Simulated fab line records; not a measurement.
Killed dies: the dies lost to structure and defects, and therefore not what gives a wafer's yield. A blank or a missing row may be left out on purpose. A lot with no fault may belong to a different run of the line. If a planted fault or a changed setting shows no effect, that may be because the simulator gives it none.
8D (eight disciplines) problem report, filled in by code ; flow n5 finfet ; the parts of the form that need people (team, actions taken, sign-off) are left out

== 1. THE PROBLEM ==
Mean of killed at front end at N5_PASSIVATION_PROBE_49: 496 across 6 wafers in 2 lots; on wafers with no fault it is 39 (standard deviation 10). Relative to the usual mean, that is a shift of +46 standard deviations.
Earliest sighting: wafer L631.2 on prober-01 at day 14 21:34. The record holds 6 wafers of 2 lots with a number at this step. Rule for "out", or "out of limits": more than 4 standard deviations from the usual mean. The other wafers with a number count as sound.

== 2. WHAT IT IS; WHAT IT IS NOT ==
question;is;is not
which readings at this step;killed at front end, defect limited yield, killed dies, killed on rim, sort_bin_5_function, sort_bin_6_memory, sort n pass, sort yield pct;killed_at_M0_to_M3, killed_at_M4_up, killed at other, sort_bin_4_leakage, sort_bin_8_speed
which lots;L631, L635;-
which wafers of those lots;all that have a number;-
read on which tools;prober-01, prober-02;-
when;from day 14 21:34;up to then (0 sound wafers)

== 3. THE SUSPECTS, EACH WITH WHAT RULES IT OUT ==
Counting: any tool at a process step up to the reading is kept as a suspect provided that every lot that is out went through it and no sound lot did after the first of them.
- cmp-03 at N5_GATE_CUT_CMP_43 (polishes SiO2): kept. It ran every lot that is out, first L631 (day 6 07:06), and no sound lot after that.
- rie diel-01 at N5_BEOL_M15_STRIP_37 (strips in O2): kept. It ran every lot that is out, first L631 (day 13 23:29), and no sound lot after that. Because N5_BEOL_M15_STRIP_37 lacks a start for some lots, the hours and order of its lots are taken from N5_BEOL_M15_SPUTTER_45.
What counting leaves: cmp-03 at N5_GATE_CUT_CMP_43 and rie diel-01 at N5_BEOL_M15_STRIP_37.

== 4. THE CAUSE (what the simulator had put in) ==
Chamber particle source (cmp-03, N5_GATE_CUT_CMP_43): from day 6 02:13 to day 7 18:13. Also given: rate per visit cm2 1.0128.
Counting leaves 2 suspects; this tool is one of them.

== 5. THE CHAIN OF EFFECTS, in route order ==
Rows list readings where the struck wafers' mean (over those with a number) sits beyond 3 standard deviations from the usual. Only readings for which the record gives a usual standard deviation are gone through. hours: the time from each lot's start at the first step in this table that gives one to its start at this step, as a median over the lots. sigmas: the change in usual standard deviations.
hours;step;reading;usual;on struck wafers;change;sigmas
0;N5_PASSIVATION_PROBE_49;defect limited yield;91.3 %;53.7;-37.6;-27
0;N5_PASSIVATION_PROBE_49;killed at front end;39;496;+457;+46
0;N5_PASSIVATION_PROBE_49;killed dies;103;546;+443;+28
0;N5_PASSIVATION_PROBE_49;killed on rim;13;72;+59;+15
0;N5_PASSIVATION_PROBE_49;sort_bin_5_function;5.1 %;29.3;+24.2;+26
0;N5_PASSIVATION_PROBE_49;sort_bin_6_memory;3.3 %;13.9;+10.6;+16
0;N5_PASSIVATION_PROBE_49;sort n pass;1077;634;-444;-26
0;N5_PASSIVATION_PROBE_49;sort yield pct;91.2 %;53.7;-37.5;-27
Process steps it contains:
- N5_PASSIVATION_PROBE_49

== 6. HOW IT WOULD HAVE BEEN CAUGHT EARLIER ==
In this record no reading fell out of limits until day 14 21:34, 211 hours after the fault had begun at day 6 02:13.
No tool reading at N5_GATE_CUT_CMP_43 that has a usual standard deviation in the record was out on any struck wafer, so an alarm limit of 4 standard deviations on those readings would not have fired.
By day 14 21:34 the whole set of lots that are out, 2 in number, had already begun N5_GATE_CUT_CMP_43 on cmp-03. A hold on the tool at that time would have spared none of them.
